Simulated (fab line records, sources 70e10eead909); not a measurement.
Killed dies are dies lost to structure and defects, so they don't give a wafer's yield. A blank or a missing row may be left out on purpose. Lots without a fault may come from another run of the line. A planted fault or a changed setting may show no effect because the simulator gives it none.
fab line records | flow nand_harc | part 1 of 2: steps 1 to 4 of 6
record lots=23 wafers=69 last_day=33
route steps=1302 shown A_CHANNEL_HOLE_D2@591 A_CHANNEL_FILL_D2@616 A_STAIRCASE@674
lots that met no fault: from a run of the same line without faults
start_h: hours from the record's first day to the start of the lot's first wafer shown | wait_h: hours since the lot's step before | " the same as in the row above | L1.1+2: a row that stands for several wafers | - no value, or no start given | * or withheld: withheld | < > ~ a bound
route shown NAME@n: a module of which the file shows steps, and the number in the route of the first | usual: mean/standard deviation of fault-free wafers | same: alike in all rows | chamber/n: place in a boat | sites: the reading at each site | _std_site: their standard deviation | _edge_site: outer sites' mean less inner sites' | radius_mm: how far each site lies from the wafer's centre | mask NAME#n: copy n | behind: the tool/chamber that last shaped the wafer | hold: why the lot was held/for how many hours/how that ended | device: the transistor (n, p or np) that didn't switch | end of line: the same wafers' tests at the end of the route | a step without rows: its recipe alone | killed: dies lost to structure and defects at the first sort, not the wafer's yield | map: a wafer's dies, x killed, . not, _ none there
set.NAME: the setting as run; set.NAME@STEP: as run at that earlier step | model.NAME: the simulator's own value behind a step, which no gauge read
steps of the route over a sample of lots; a table a step, a row a wafer
services: from which hour (start_h, from the record's first day; less than 0 if before it) a tool's chamber was out of use, for how many hours, and why
## steps
# step NHARC_A_CHANNEL_HOLE_D2_ETCH_19
# recipe bias_v=1200 source_w=2500 pressure_mtorr=15 time_s=34.5 ar_flow_sccm=375 c4f8_flow_sccm=28.8 o2_flow_sccm=96.2 temp_c=-20 target_depth_a=* chemistry=C4F8/O2/Ar
# usual drypump_motor_current_A=5.7/0.67 showerhead_plenum_p_Torr=3.77/0.13 throttle_valve_pct=37.038/0.0098
# columns lot.wafer tool chamber start_h wait_h drypump_motor_current_A rf_hours_counter_h showerhead_plenum_p_Torr throttle_valve_pct
L074.2 har_etch-01 1 301.31 1.5 5.3 153 3.90 37.045
L074.1 " 0 " " 4.9 153 3.74 37.033
L074.6 " 0 " " 4.9 - 3.74 37.024
L075.1 har_etch-02 0 301.98 1.0 6.7 367 3.47 37.027
L075.3 " 1 " " 6.1 - 3.78 37.024
L075.6 " 1 " " 6.1 - 3.78 37.039
L076.2 har_etch-01 0 315.62 0.1 4.9 164 3.73 37.044
L076.4 " 1 " " 5.4 - 3.89 37.028
L076.3 " 0 " " 4.9 - 3.73 37.032
L077.1 har_etch-02 1 317.48 0.1 6.1 363 3.77 37.042
L077.5 " 1 " " 6.1 - 3.77 37.037
L077.6 " 1 " " 6.1 - 3.77 37.039
L078.4 har_etch-02 1 334.81 0.1 6.1 - 3.76 37.050
L078.5 " 0 " " 6.7 - 3.47 37.024
L078.6 " 1 " " 6.1 - 3.76 37.039
L079.2 har_etch-02 1 339.85 0.1 6.1 383 3.76 37.039
L079.5 " 0 " " 6.7 - 3.47 37.037
L079.6 " 1 " " 6.1 - 3.76 37.045
L080.1 har_etch-02 1 352.09 2.4 6.1 390 3.76 37.048
L080.4 " 0 " " 6.7 - 3.46 37.025
L080.6 " 0 " " 6.7 - 3.46 37.031
L081.1 har_etch-01 0 356.80 0.1 4.9 183 3.72 37.048
L081.3 " 1 " " 5.4 - 3.88 37.018
L081.6 " 0 " " 4.9 - 3.72 37.035
L082.2 har_etch-01 1 377.72 3.1 5.4 198 3.87 37.048
L082.1 " 0 " " 4.9 198 3.71 37.044
L082.4 " 1 " " 5.4 - 3.87 37.032
L083.1 har_etch-01 0 381.89 5.4 4.9 202 3.71 37.037
L083.6 " 0 " " 4.9 - 3.71 37.041
L083.5 " 1 " " 5.4 - 3.87 37.034
L084.2 har_etch-02 1 399.33 0.1 6.2 4 3.75 37.066
L084.3 " 1 " " 6.2 - 3.75 37.037
L084.5 " 1 " " 6.1 - 3.75 37.026
L086.1 har_etch-01 1 405.07 0.1 5.4 217 3.86 37.035
L086.2 " 0 " " 4.9 217 3.70 37.037
L086.3 " 1 " " 5.4 - 3.86 37.047
L085.2 har_etch-02 0 406.72 0.1 6.7 8 3.98 37.029
L085.4 " 0 " " 6.7 - 3.98 37.024
L085.5 " 1 " " 6.1 - 3.75 37.049
L087.4 har_etch-01 0 420.91 0.1 4.9 - 3.69 37.051
L087.6 " 0 " " 4.9 - 3.69 37.044
L087.5 " 1 " " 5.4 - 3.85 37.038
L089.3 har_etch-01 1 438.99 2.3 5.4 - 3.85 37.043
L089.5 " 0 " " 4.9 - 3.69 37.032
L089.6 " 1 " " 5.4 - 3.85 37.026
L088.1 har_etch-01 1 443.13 0.3 5.4 240 3.84 37.056
L088.3 " 0 " " 4.9 - 3.69 37.042
L088.4 " 1 " " 5.4 - 3.84 37.040
L090.1 har_etch-01 1 465.72 2.7 5.3 252 3.84 37.033
L090.3 " 1 " " 5.4 - 3.84 37.031
L090.5 " 1 " " 5.3 - 3.84 37.050
L092.1 har_etch-01 1 477.91 0.1 5.4 259 3.83 37.039
L092.2 " 0 " " 4.9 259 3.68 37.039
L092.4 " 1 " " 5.3 - 3.83 37.030
L094.1 har_etch-01 1 497.66 0.1 5.4 271 3.83 37.056
L094.4 " 1 " " 5.4 - 3.83 37.055
L094.6 " 0 " " 4.9 - 3.67 37.032
L095.1 har_etch-02 0 498.77 0.1 6.7 61 3.95 37.045
L095.2 " 1 " " 6.1 61 3.71 37.043
L095.5 " 0 " " 6.7 - 3.95 37.026
L093.1 har_etch-01 0 501.82 2.2 5.0 275 3.67 37.022
L093.5 " 0 " " 4.9 - 3.67 37.045
L093.6 " 1 " " 5.4 - 3.82 37.052
L096.1 har_etch-02 0 503.70 0.1 6.7 65 3.95 37.037
L096.3 " 0 " " 6.7 - 3.95 37.036
L096.6 " 1 " " 6.1 - 3.71 37.043
L097.2 har_etch-02 0 533.56 0.2 6.7 80 3.94 37.042
L097.1 " 1 " " 6.1 80 3.70 37.040
L097.4 " 1 " " 6.1 - 3.70 37.055
# step NHARC_A_CHANNEL_HOLE_D2_ETCH_44
# recipe target_depth_a=1400 overetch_a=140 time_s=77 ion_energy_ev=100 cf4_flow_sccm=80 o2_flow_sccm=20 ar_flow_sccm=0 rf_w=300 bias_w=100 chemistry=CF4/O2
# usual drypump_motor_current_A=5.5/0.39 oes_product_au=0.998/0.0078 rf_vpp_V=197.9/1.2 showerhead_plenum_p_Torr=1.34/0.045 throttle_valve_pct=13.397/0.0087
# columns lot.wafer tool chamber start_h wait_h drypump_motor_current_A oes_product_au rf_hours_counter_h rf_vpp_V showerhead_plenum_p_Torr throttle_valve_pct
L074.1 rie_diel-11 2 306.06 0.1 5.4 0.992 3 195.8 1.25 13.398
L074.2 " 0 " " 6.5 1.001 3 197.7 1.37 13.402
L074.6 " 1 " " 5.3 1.001 - 195.8 1.28 13.396
L075.1 rie_diel-07 1 306.71 0.1 5.4 1.011 0 195.7 1.27 13.400
L075.3 " 0 " " 5.6 1.000 0 198.6 1.37 13.399
L075.6 " 2 " " 5.1 0.982 - 198.0 1.39 13.403
L076.2 rie_diel-11 1 320.34 0.1 5.3 1.012 5 198.1 1.28 13.395
L076.3 " 2 " " 5.4 1.006 4 197.7 1.25 13.404
L076.4 " 0 " " 6.5 1.009 4 197.7 1.36 13.387
L077.1 rie_diel-04 3 326.40 0.1 5.5 1.006 8 197.7 1.37 13.392
L077.6 " 0 " " 5.8 1.009 - 196.7 1.32 13.393
L077.5 " 1 " " 5.8 0.990 - 198.1 1.38 13.405
L078.4 rie_diel-11 3 339.51 0.1 4.9 1.018 - 197.5 1.35 13.390
L078.6 " 1 " " 5.3 1.009 - 196.7 1.28 13.418
L078.5 " 2 " " 5.4 1.001 - 195.3 1.25 13.385
L079.2 rie_diel-11 2 344.60 0.1 5.4 1.009 6 196.8 1.25 13.397
L079.5 " 2 " " 5.4 1.001 - 195.3 1.25 13.398
L079.6 " 3 " " 4.9 1.014 - 197.8 1.35 13.387
L080.1 rie_diel-07 0 356.82 0.1 5.6 1.007 2 198.1 1.37 13.403
L080.4 " 3 " " 5.1 1.000 - 199.6 1.38 13.394
L080.6 " 0 " " 5.6 0.992 - 198.0 1.37 13.411
L081.3 rie_diel-11 0 361.48 0.0 6.5 1.007 7 198.4 1.36 13.401
L081.1 " 2 " " 5.4 1.003 7 196.6 1.25 13.396
L081.6 " 1 " " 5.2 0.999 - 195.7 1.28 13.403
L082.2 rie_diel-07 0 382.49 0.1 5.6 0.997 4 199.3 1.37 13.393
L082.1 " 2 " " 5.0 0.995 4 197.5 1.39 13.400
L082.4 " 0 " " 5.6 1.005 - 199.3 1.37 13.403
L083.1 rie_diel-04 3 386.58 0.1 5.5 1.001 2 199.1 1.37 13.387
L083.6 " 3 " " 5.4 0.995 - 198.5 1.37 13.371
L083.5 " 0 " " 5.8 0.993 - 199.0 1.32 13.407
L084.3 rie_diel-11 0 404.04 0.1 6.5 1.006 9 198.8 1.36 13.392
L084.2 " 3 " " 4.9 1.005 9 197.9 1.34 13.396
L084.5 " 1 " " 5.3 0.999 - 197.0 1.28 13.413
L086.2 rie_diel-07 0 410.03 0.2 5.5 0.998 5 197.3 1.37 13.397
L086.3 " 2 " " 5.1 1.005 5 199.1 1.39 13.418
L086.1 " 3 " " 5.1 0.993 5 199.5 1.38 13.399
L085.2 rie_diel-04 1 411.44 0.1 5.8 0.982 5 199.4 1.38 13.406
L085.4 " 2 " " 5.4 0.991 5 197.9 1.34 13.403
L085.5 " 1 " " 5.8 0.984 - 199.8 1.38 13.388
L087.4 rie_diel-11 0 425.59 0.1 6.5 0.999 10 198.0 1.36 13.382
L087.5 " 2 " " 5.4 1.005 - 196.4 1.25 13.402
L087.6 " 3 " " 4.9 1.008 - 197.6 1.34 13.391
L089.3 rie_diel-04 0 443.68 0.1 5.8 0.995 6 196.9 1.32 13.384
L089.6 " 3 " " 5.5 0.993 - 197.9 1.37 13.393
L089.5 " 0 " " 5.8 0.987 - 197.4 1.32 13.400
L088.1 rie_diel-04 2 447.85 0.1 5.4 1.003 6 198.9 1.34 13.393
L088.4 " 0 " " 5.8 1.012 6 198.6 1.32 13.406
L088.3 " 1 " " 5.8 1.001 7 198.6 1.38 13.392
L090.3 rie_diel-04 1 470.41 0.1 5.8 0.996 8 198.8 1.38 13.404
L090.1 " 2 " " 5.4 1.010 7 197.4 1.34 13.409
L090.5 " 1 " " 5.8 1.000 - 198.0 1.38 13.389
L092.2 rie_diel-04 3 482.67 0.1 5.5 1.000 8 198.7 1.37 13.406
L092.4 " 0 " " 5.7 0.997 9 197.3 1.32 13.381
L092.1 " 1 " " 5.8 0.994 9 196.9 1.38 13.398
L094.4 rie_diel-04 1 502.38 0.1 5.8 0.986 10 199.0 1.38 13.403
L094.1 " 3 " " 5.5 1.004 10 199.3 1.37 13.411
L094.6 " 0 " " 5.8 0.998 - 197.8 1.32 13.395
L095.2 rie_diel-04 1 503.54 0.1 5.8 0.989 11 198.2 1.38 13.413
L095.1 " 2 " " 5.4 0.986 10 197.6 1.34 13.397
L095.5 " 3 " " 5.5 0.993 - 198.0 1.37 13.385
L093.1 rie_diel-07 1 506.58 0.1 5.4 1.000 2 196.7 1.27 13.399
L093.6 " 0 " " 5.6 0.996 - 198.9 1.37 13.395
L093.5 " 1 " " 5.4 1.008 - 195.5 1.27 13.399
L096.1 rie_diel-04 2 508.39 0.1 5.4 0.989 10 197.9 1.34 13.402
L096.3 " 1 " " 5.8 0.991 11 200.5 1.38 13.400
L096.6 " 3 " " 5.5 0.995 - 198.6 1.37 13.392
L097.4 rie_diel-07 1 538.30 0.1 5.4 0.999 3 196.5 1.27 13.389
L097.1 " 2 " " 5.1 0.987 1 198.2 1.39 13.388
L097.2 " 0 " " 5.6 0.994 3 199.0 1.37 13.400
# step NHARC_A_CHANNEL_FILL_D2_ALD_16
# recipe target_thk_a=15 pulse_time_s=10 ald_cycles=15 temp_c=300 material=SiO2
# usual heater_power_w=473/50 precursor_pulse_height_rel=0.999/0.02
# columns lot.wafer tool chamber start_h wait_h heater_power_w precursor_pulse_height_rel
L075.3 ald_hk-02 1 319.36 0.0 517 0.982
L075.1 " 0 " " 469 1.013
L075.6 " 1 " " 497 1.014
L074.2 ald_hk-04 0 319.39 0.1 451 1.027
L074.1 " 2 " " 492 0.992
L074.6 " 0 " " 446 1.006
L076.4 ald_hk-02 2 334.13 0.0 401 0.986
L076.2 " 0 " " 474 1.021
L076.3 " 1 " " 526 0.953
L077.1 ald_hk-04 3 339.91 0.1 571 0.996
L077.5 " 0 " " 445 1.007
L077.6 " 1 " " 474 1.032
L078.4 ald_hk-02 1 353.07 0.1 497 1.018
L078.5 " 0 " " 469 0.976
L078.6 " 1 " " 522 1.033
L079.2 ald_hk-04 0 358.20 0.1 436 1.017
L079.5 " 1 " " 471 0.953
L079.6 " 2 " " 492 0.985
L080.4 ald_hk-02 3 370.46 0.0 478 0.962
L080.1 " 0 " " 446 1.029
L080.6 " 0 " " 448 1.010
L081.1 ald_hk-04 2 374.92 0.1 504 0.970
L081.3 " 0 " " 451 0.990
L081.6 " 2 " " 500 0.996
L082.1 ald_hk-02 1 399.33 3.0 479 1.013
L082.4 " 3 " " 473 1.001
L082.2 " 0 " " 437 1.018
L083.1 ald_hk-03 1 404.29 0.0 482 1.015
L083.6 " 1 " " 486 0.972
L083.5 " 2 " " 469 0.989
L084.3 ald_hk-02 2 417.80 0.1 385 1.016
L084.2 " 3 " " 491 1.004
L084.5 " 1 " " 469 1.015
L085.2 ald_hk-02 1 423.57 0.0 475 0.994
L085.4 " 0 " " 455 1.000
L085.5 " 1 " " 487 1.010
L086.2 ald_hk-04 3 423.57 0.0 569 1.001
L086.3 " 0 " " 447 0.982
L086.1 " 1 " " 481 0.976
L087.4 ald_hk-02 3 440.05 0.0 484 1.008
L087.6 " 3 " " 489 1.004
L087.5 " 0 " " 442 1.028
L089.3 ald_hk-03 1 457.16 0.1 483 1.021
L089.5 " 3 " " 566 0.977
L089.6 " 0 " " 491 1.006
L088.4 ald_hk-02 0 461.63 0.0 442 1.001
L088.1 " 1 " " 476 1.005
L088.3 " 2 " " 381 1.000
L090.3 ald_hk-02 1 483.92 0.2 468 0.994
L090.1 " 3 " " 497 1.012
L090.5 " 1 " " 481 1.005
L092.4 ald_hk-02 3 496.33 0.0 500 0.984
L092.2 " 0 " " 445 0.970
L092.1 " 2 " " 388 1.007
L094.1 ald_hk-03 1 515.73 0.0 495 1.032
L094.4 " 2 " " 490 1.006
L094.6 " 2 " " 479 1.014
L095.2 ald_hk-02 3 515.75 0.1 491 0.979
L095.1 " 1 " " 468 1.022
L095.5 " 0 " " 437 1.012
L093.1 ald_hk-02 3 521.81 0.1 494 1.007
L093.6 " 1 " " 469 0.981
L093.5 " 2 " " 383 1.018
L096.3 ald_hk-04 1 521.89 0.2 494 1.042
L096.1 " 0 " " 445 1.017
L096.6 " 2 " " 501 1.019
L097.1 ald_hk-04 0 553.64 0.1 444 1.023
L097.4 " 1 " " 487 0.990
L097.2 " 2 " " 496 0.995
# step NHARC_A_STAIRCASE_TRIM_18
# recipe time_s=211.2 o2_flow_sccm=500 ar_flow_sccm=0 bias_w=0 chemistry=O2
# usual drypump_motor_current_A=5.6/0.48 oes_product_au=1.004/0.0074 rf_vpp_V=57.8/0.84 showerhead_plenum_p_Torr=3.54/0.13 throttle_valve_pct=17.035/0.0089
# columns lot.wafer tool chamber start_h wait_h drypump_motor_current_A oes_product_au rf_hours_counter_h rf_vpp_V showerhead_plenum_p_Torr throttle_valve_pct
L074.1 rie_diel-10 1 - - 6.5 0.997 37 58.2 3.62 17.041
L074.2 " 3 " " 5.9 0.991 37 57.7 3.43 17.029
L074.6 " 2 " " 5.8 0.987 - 57.7 3.72 17.042
L075.1 rie_diel-05 2 - - 4.9 0.998 44 59.0 3.72 17.040
L075.3 " 3 " " 5.3 1.000 40 58.7 3.42 17.031
L075.6 " 0 " " 5.3 0.993 - 57.8 3.60 17.028
L076.2 rie_diel-10 3 - - 5.9 1.000 39 59.3 3.43 17.053
L076.4 " 0 " " 5.0 1.000 36 58.8 3.57 17.024
L076.3 " 2 " " 5.9 0.999 38 57.4 3.72 17.061
L077.1 rie_diel-05 1 - - 6.1 0.993 47 57.9 3.34 17.020
L077.5 " 1 " " 6.1 0.997 - 56.5 3.34 17.040
L077.6 " 2 " " 4.9 1.002 - 58.6 3.72 17.047
L078.4 rie_diel-01 3 - - 5.9 1.014 2 59.1 3.59 17.044
L078.5 " 2 " " 5.5 1.001 - 57.8 3.56 17.030
L078.6 " 3 " " 5.9 1.016 - 58.3 3.59 17.020
L079.2 rie_diel-05 2 - - 4.9 1.002 58 58.6 3.71 17.044
L079.5 " 2 " " 4.9 0.992 - 58.5 3.71 17.033
L079.6 " 3 " " 5.3 0.998 - 58.2 3.41 17.041
L080.4 rie_diel-10 0 - - 5.0 1.009 47 57.4 3.56 17.031
L080.1 " 1 " " 6.4 1.004 50 59.2 3.61 17.033
L080.6 " 3 " " 5.9 0.987 - 57.2 3.42 17.028
L081.3 rie_diel-05 0 - - 5.2 1.007 1 57.1 3.59 17.034
L081.1 " 2 " " 4.9 1.000 1 59.2 3.71 17.034
L081.6 " 0 " " 5.2 1.010 - 57.8 3.59 17.029
L082.1 rie_diel-05 0 - - 5.3 0.998 7 55.9 3.59 17.029
L082.2 " 1 " " 6.1 0.998 8 56.8 3.33 17.053
L082.4 " 2 " " 4.9 1.001 9 57.9 3.71 17.036
L083.1 rie_diel-10 3 - - 5.9 1.015 4 57.0 3.41 17.038
L083.6 " 1 " " 6.5 1.008 - 57.1 3.60 17.037
L083.5 " 2 " " 5.9 1.007 - 58.9 3.71 17.042
L084.2 rie_diel-10 2 - - 5.8 1.000 10 58.4 3.71 17.045
L084.3 " 0 " " 5.0 1.000 5 57.7 3.56 17.044
L084.5 " 3 " " 5.9 1.017 - 56.0 3.41 17.025
L086.3 rie_diel-05 0 - - 5.2 1.005 15 57.5 3.59 17.022
L086.1 " 1 " " 6.1 0.997 14 57.4 3.33 17.036
L086.2 " 3 " " 5.3 1.005 17 59.0 3.40 17.020
L085.2 rie_diel-10 0 - - 5.0 1.009 10 58.1 3.55 17.022
L085.4 " 1 " " 6.4 0.999 15 57.7 3.60 17.041
L085.5 " 3 " " 5.8 1.002 - 57.3 3.41 17.032
L087.4 rie_diel-10 3 - - 5.9 1.010 19 58.5 3.41 17.032
L087.5 " 0 " " 5.0 1.004 - 57.9 3.55 17.026
L087.6 " 1 " " 6.5 0.993 - 57.7 3.59 17.041
L089.3 rie_diel-05 1 - - 6.1 1.011 22 58.5 3.32 17.045
L089.6 " 0 " " 5.3 1.005 - 57.0 3.58 17.016
L089.5 " 1 " " 6.1 1.008 - 57.8 3.32 17.038
L088.3 rie_diel-05 3 - - 5.3 0.999 28 57.2 3.40 17.028
L088.4 " 1 " " 6.1 0.999 24 55.9 3.32 17.032
L088.1 " 2 " " 4.9 0.998 26 57.0 3.70 17.028
L090.3 rie_diel-10 1 - - 6.4 1.000 32 58.3 3.59 17.041
L090.1 " 3 " " 5.9 1.010 33 57.5 3.40 17.043
L090.5 " 1 " " 6.4 0.997 - 57.7 3.59 17.043
L092.2 rie_diel-01 2 - - 5.5 1.008 51 57.2 3.53 17.028
L092.4 " 0 " " 5.5 1.004 45 58.3 3.56 17.061
L092.1 " 1 " " 6.1 1.006 49 58.6 3.72 17.034
L095.1 rie_diel-05 3 - - 5.4 1.003 39 56.8 3.39 17.029
L095.2 " 0 " " 5.3 1.009 37 58.6 3.57 17.027
L095.5 " 0 " " 5.3 1.007 - 58.5 3.57 17.020
L094.1 rie_diel-01 2 - - 5.5 1.019 60 57.5 3.53 17.038
L094.4 " 1 " " 6.1 1.000 56 58.3 3.72 17.027
L094.6 " 3 " " 5.9 1.011 - 56.6 3.56 17.038
L093.1 rie_diel-05 2 - - 4.9 1.003 40 58.7 3.69 17.036
L093.6 " 2 " " 4.9 0.992 - 58.1 3.69 17.039
L093.5 " 3 " " 5.3 1.005 - 58.4 3.39 17.034
L096.3 rie_diel-10 1 - - 6.4 1.013 44 57.3 3.58 17.036
L096.1 " 2 " " 5.8 1.000 47 58.4 3.68 17.054
L096.6 " 0 " " 5.0 1.003 - 56.7 3.54 17.042
L097.2 rie_diel-10 2 - - 5.8 1.021 58 57.5 3.68 17.047
L097.4 " 3 " " 5.9 1.007 60 56.5 3.38 17.020
L097.1 " 0 " " 5.0 1.007 53 59.7 3.53 17.033
